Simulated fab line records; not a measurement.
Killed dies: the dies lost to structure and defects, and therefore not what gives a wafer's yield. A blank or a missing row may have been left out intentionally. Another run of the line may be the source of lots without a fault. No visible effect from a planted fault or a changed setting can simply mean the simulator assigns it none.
Matching of chambers / flow nand harc / NHARC_A_STAIRCASE_DEP_471 on pecvd-02 has 3 sister chambers
The step deposits SiO2, target thk 100 nm. 20 wafers are shown with their chamber, then 10 later ones without.

## WAFERS PAIRED WITH THEIR CHAMBERS
wafer=L074.1; chamber=1; throttle valve pct (%)=16.8; heater power w (W)=665; mfc precursor sccm (sccm)=161.5
wafer=L074.3; chamber=2; throttle valve pct (%)=14.4; heater power w (W)=606; mfc precursor sccm (sccm)=160.8
wafer=L074.6; chamber=1; throttle valve pct (%)=16.4; heater power w (W)=695; mfc precursor sccm (sccm)=161.8
wafer=L076.1; chamber=0; throttle valve pct (%)=16.2; heater power w (W)=487; mfc precursor sccm (sccm)=161.0
wafer=L076.3; chamber=2; throttle valve pct (%)=14.4; heater power w (W)=630; mfc precursor sccm (sccm)=161.9
wafer=L076.5; chamber=1; throttle valve pct (%)=16.3; heater power w (W)=658; mfc precursor sccm (sccm)=162.1
wafer=L079.3; chamber=1; throttle valve pct (%)=16.4; heater power w (W)=599; mfc precursor sccm (sccm)=161.4
wafer=L079.5; chamber=2; throttle valve pct (%)=14.4; heater power w (W)=632; mfc precursor sccm (sccm)=161.8
wafer=L079.6; chamber=0; throttle valve pct (%)=16.0; heater power w (W)=476; mfc precursor sccm (sccm)=162.7
wafer=L083.1; chamber=0; throttle valve pct (%)=16.3; heater power w (W)=498; mfc precursor sccm (sccm)=160.8
wafer=L083.2; chamber=1; throttle valve pct (%)=16.6; heater power w (W)=712; mfc precursor sccm (sccm)=162.3
wafer=L083.4; chamber=0; throttle valve pct (%)=16.0; heater power w (W)=509; mfc precursor sccm (sccm)=161.4
wafer=L084.2; chamber=1; throttle valve pct (%)=16.9; heater power w (W)=726; mfc precursor sccm (sccm)=160.9
wafer=L084.5; chamber=0; throttle valve pct (%)=16.3; heater power w (W)=527; mfc precursor sccm (sccm)=160.9
wafer=L084.6; chamber=2; throttle valve pct (%)=14.3; heater power w (W)=622; mfc precursor sccm (sccm)=161.6
wafer=L085.3; chamber=0; throttle valve pct (%)=16.5; heater power w (W)=519; mfc precursor sccm (sccm)=160.6
wafer=L085.4; chamber=1; throttle valve pct (%)=16.4; heater power w (W)=570; mfc precursor sccm (sccm)=161.4
wafer=L085.5; chamber=0; throttle valve pct (%)=16.5; heater power w (W)=528; mfc precursor sccm (sccm)=161.4
wafer=L087.1; chamber=1; throttle valve pct (%)=16.7; heater power w (W)=695; mfc precursor sccm (sccm)=161.4
wafer=L087.3; chamber=2; throttle valve pct (%)=14.5; heater power w (W)=620; mfc precursor sccm (sccm)=160.9

SIGNATURES (means of the wafers above)
reading=throttle valve pct; chamber 0=16.257; chamber 1=16.562; chamber 2=14.400; scatter within a chamber=0.19
reading=heater power w; chamber 0=506.29; chamber 1=665.00; chamber 2=622.00; scatter within a chamber=37.6
reading=mfc precursor sccm; chamber 0=161.257; chamber 1=161.600; chamber 2=161.400; scatter within a chamber=0.564
Rule: for each reading, subtract the chamber's mean from the wafer's reading, divide by that reading's scatter and square the result; add these up over the readings and take the root, which gives the wafer's distance from the chamber. If the next closest chamber is less than 2 further off than the closest, the wafer can't be placed; otherwise it belongs to the closest. How the scatter is found: for the shown wafers, subtract from each reading the mean of its chamber, square and add these, divide the total by (wafers less chambers), then take the root.

## WAFERS WITH NO CHAMBER GIVEN
wafer=L087.6; throttle valve pct (%)=14.5; heater power w (W)=641; mfc precursor sccm (sccm)=162.0
wafer=L092.1; throttle valve pct (%)=14.4; heater power w (W)=620; mfc precursor sccm (sccm)=162.0
wafer=L092.3; throttle valve pct (%)=16.5; heater power w (W)=721; mfc precursor sccm (sccm)=161.4
wafer=L092.4; throttle valve pct (%)=16.0; heater power w (W)=461; mfc precursor sccm (sccm)=161.4
wafer=L094.2; throttle valve pct (%)=14.5; heater power w (W)=692; mfc precursor sccm (sccm)=161.7
wafer=L094.3; throttle valve pct (%)=16.4; heater power w (W)=758; mfc precursor sccm (sccm)=162.3
wafer=L094.4; throttle valve pct (%)=16.7; heater power w (W)=566; mfc precursor sccm (sccm)=161.9
wafer=L095.1; throttle valve pct (%)=15.9; heater power w (W)=524; mfc precursor sccm (sccm)=160.9
wafer=L095.2; throttle valve pct (%)=16.5; heater power w (W)=632; mfc precursor sccm (sccm)=161.5
wafer=L095.5; throttle valve pct (%)=16.6; heater power w (W)=635; mfc precursor sccm (sccm)=161.3

## THE CHAMBER EACH PASSED THROUGH
wafer=L087.6; from the rows above=2; in truth=2
wafer=L092.1; from the rows above=2; in truth=2
wafer=L092.3; from the rows above=1; in truth=1
wafer=L092.4; from the rows above=0; in truth=0
wafer=L094.2; from the rows above=2; in truth=2
wafer=L094.3; from the rows above=1; in truth=1
wafer=L094.4; from the rows above=can't be placed: 1 or 0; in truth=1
wafer=L095.1; from the rows above=0; in truth=0
wafer=L095.2; from the rows above=1; in truth=1
wafer=L095.5; from the rows above=1; in truth=1
Placed correctly: 9 of 10. Not placeable from these rows: 1 (in 1, the candidates include the true chamber). Placed wrongly: 0.
